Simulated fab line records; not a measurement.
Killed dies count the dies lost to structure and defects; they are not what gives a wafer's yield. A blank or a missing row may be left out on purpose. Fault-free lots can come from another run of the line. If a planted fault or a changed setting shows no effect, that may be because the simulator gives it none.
The same fault as seen by 3 desks / flow nandHarc / each desk has only its own numbers; what lay behind them comes last

## THE TOOL OWNER'S DESK: pecvdOnon-02
The tool's own readings at NHARC_A_ONON_D1_DEP_19 (target thk 1000 nm): means of the sampled wafers that have a number, for each lot that ran on this tool. Marked OUT: a lot whose mean sits more than 4 standard deviations from the usual mean, which makes it out of limits; the brackets give that distance.
Columns: A = sih4FlowSccm at NHARC_A_ONON_D1_DEP_19, usual 210.0 sccm
lot=L748; first seen here=day 10 10:43; A=209.9
lot=L750; first seen here=day 11 15:26; A=209.8
lot=L753; first seen here=day 12 15:25; A=209.6
lot=L759; first seen here=day 15 06:16; A=209.7
lot=L761; first seen here=day 16 05:23; A=210.5
This desk's verdict: no lot among the 5 shows anything out of limits.

## THE DEFECT DESK
Lot by lot, what the route's inspections counted, given as the mean of those sampled wafers with a number. Marked OUT: a lot whose mean sits more than 4 standard deviations from the usual mean, which makes it out of limits; the brackets give that distance.
Columns: A = rawDefectCount at NHARC_A_SOURCE_PLATE_INSPECT_08, usual 63
lot=L742; first seen here=day 7 15:01; A=72
lot=L743; first seen here=day 8 01:52; A=48
lot=L745; first seen here=day 9 02:32; A=74
lot=L746; first seen here=day 9 11:59; A=106
lot=L748; first seen here=day 10 00:04; A=66
lot=L750; first seen here=day 11 04:35; A=45
lot=L753; first seen here=day 12 04:41; A=59
lot=L754; first seen here=day 12 13:44; A=93
lot=L755; first seen here=day 13 03:10; A=58
lot=L759; first seen here=day 14 19:33; A=59
lot=L761; first seen here=day 15 18:40; A=39
lot=L764; first seen here=day 17 02:11; A=89
lot=L765; first seen here=day 17 06:59; A=69
This desk's verdict: no lot among the 13 shows anything out of limits.

## AT THE METROLOGY DESK
Lot by lot, what the gauges showed, no matter which tool ran the lot: averages of those sampled wafers that carry a number. Marked OUT: a lot whose mean sits more than 4 standard deviations from the usual mean, which makes it out of limits; the brackets give that distance.
Columns: A = thkNm at NHARC_A_ONON_D1_THK_MEAS_14, usual 999 nm; B = thkNm at NHARC_A_ONON_D1_THK_MEAS_21, usual 1000 nm
lot=L742; first seen here=day 7 17:53; A=1011; B=997
lot=L743; first seen here=day 8 04:43; A=977; B=1001
lot=L745; first seen here=day 9 05:23; A=995; B=1003
lot=L746; first seen here=day 9 14:49; A=986; B=987
lot=L748; first seen here=day 10 02:54; A=985; B=1007
lot=L750; first seen here=day 11 07:26; A=1012; B=974
lot=L753; first seen here=day 12 07:44; A=1006; B=995
lot=L754; first seen here=day 12 16:43; A=993; B=1008
lot=L755; first seen here=day 13 06:00; A=993; B=1023
lot=L759; first seen here=day 14 22:24; A=1000; B=1439 (+40) OUT
lot=L761; first seen here=day 15 21:31; A=1009; B=1439 (+40) OUT
lot=L764; first seen here=day 17 05:01; A=1009; B=997
lot=L765; first seen here=day 17 09:51; A=999; B=977
This desk's verdict: out of limits on L759, L761, starting with L759 at day 15 06:46 (thkNm at NHARC_A_ONON_D1_THK_MEAS_21). Within limits: L742, L743, L745, L746, L748, L750, L753, L754, L755, L764, L765.

## PUT TOGETHER
At day 15 06:46 the metrology desk could have sounded an alarm, on L759, L761.
The desk of the tool owner found nothing out of limits.
Nothing out of limits was seen by the defect desk.
Tool owner's desk: L759, L761 on record, inside its limits.
The defect desk has L759, L761 on record, within its limits.
Every lot named ran NHARC_A_ONON_D1_DEP_19 on pecvdOnon-02.

## WHAT WAS PUT IN BY THE SIMULATOR
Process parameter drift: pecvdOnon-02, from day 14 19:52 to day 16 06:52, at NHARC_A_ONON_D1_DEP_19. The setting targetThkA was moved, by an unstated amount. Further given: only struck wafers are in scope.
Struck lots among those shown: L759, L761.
Delay in hours, fault start to first out-of-limits reading, per desk: metrology desk 11.
